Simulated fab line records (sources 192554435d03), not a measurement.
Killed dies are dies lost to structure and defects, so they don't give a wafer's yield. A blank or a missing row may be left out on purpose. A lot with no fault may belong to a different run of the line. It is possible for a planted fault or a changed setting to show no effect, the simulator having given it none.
A single fault, viewed from 3 desks | flow n5 finfet | what lay behind the numbers comes last; until then each desk has only its own

== THE TOOL OWNER'S DESK: rie diel-02 ==
The tool's own readings at N5_BEOL_M14_ETCH_59 (etches BARC in N2/H2, target depth 89 nm, overetch 26.7 nm, time 67.9 s): means of the sampled wafers that have a number, for each lot that ran on this tool. Marked OUT: a lot whose mean sits more than 4 standard deviations from the usual mean, which makes it out of limits; the brackets give that distance.
Columns: A = drypump motor current A at N5_BEOL_M14_ETCH_59, usual 5.9 A; B = oes product au at N5_BEOL_M14_ETCH_59, usual 0.71 a.u.; C = rf vpp V at N5_BEOL_M14_ETCH_59, usual 525.2 V; D = run length s at N5_BEOL_M14_ETCH_59, usual 91.1 s; E = showerhead plenum p Torr at N5_BEOL_M14_ETCH_59, usual 2.59 Torr; F = throttle valve pct at N5_BEOL_M14_ETCH_59, usual 17.76 %
lot  | first seen here | A   | B    | C     | D               | E    | F
L982 | day 13 00:57    | 5.9 | 0.74 | 525.5 | 91.2            | 2.58 | 17.74
L997 | day 16 00:43    | 6.4 | 0.71 | 524.6 | 94.7 (+6.6) OUT | 2.54 | 17.78
L996 | day 17 02:11    | 5.8 | 0.72 | 522.8 | 92.8            | 2.54 | 17.95
This desk's finding: out of limits on L997; first on L997, day 16 00:43 (run length s at N5_BEOL_M14_ETCH_59). L982, L996 stayed within limits.

== AT THE METROLOGY DESK ==
What the gauges read for every lot (on any tool): the sampled wafers with a number, averaged. Marked OUT: a lot whose mean sits more than 4 standard deviations from the usual mean, which makes it out of limits; the brackets give that distance.
Columns: A = cd nm at N5_BEOL_M14_CD_MEAS_10, usual 249.8 nm; B = V13_OVL at N5_BEOL_M14_OVL_MEAS_11, usual -1 nm
lot  | first seen here | A     | B
L982 | day 13 00:48    | 250.2 | -1
L984 | day 13 06:25    | 250.4 | 3
L997 | day 16 00:25    | 249.5 | -6
L996 | day 17 01:56    | 251.1 | -2
L101 | day 17 07:21    | 250.7 | 1
L102 | day 18 08:22    | 250.2 | 2
This desk's verdict: no lot among the 6 shows anything out of limits.

== THE DEFECT DESK ==
Inspection counts along the route, by lot: the mean over sampled wafers that carry a number. Marked OUT: a lot whose mean sits more than 4 standard deviations from the usual mean, which makes it out of limits; the brackets give that distance.
Columns: A = raw defect count at N5_BEOL_M14_INSPECT_12, usual 2.0
lot  | first seen here | A
L982 | day 13 00:51    | 2.3
L984 | day 13 06:28    | 2.7
L997 | day 16 00:29    | 0.3
L996 | day 17 01:59    | 1.0
L101 | day 17 07:24    | 2.0
L102 | day 18 08:35    | 1.3
This desk's verdict: no lot among the 6 shows anything out of limits.

== TAKEN TOGETHER ==
On L997, at day 16 00:43, an alarm was possible from the tool owner's desk.
Metrology desk: nothing out of limits seen.
The defect desk saw nothing out of limits.
The metrology desk holds a record of L997, inside its limits.
The defect desk has L997 on record, within its limits.
Of the lots named, all ran N5_BEOL_M14_ETCH_59 on rie diel-02.

== WHAT THE SIMULATOR PUT IN ==
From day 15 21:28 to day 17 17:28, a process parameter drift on rie diel-02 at N5_BEOL_M14_ETCH_59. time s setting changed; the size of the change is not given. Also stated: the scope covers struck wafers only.
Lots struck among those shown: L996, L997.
How many hours passed from the start of the fault until each desk's first out-of-limits reading: the tool owner's desk, 3.
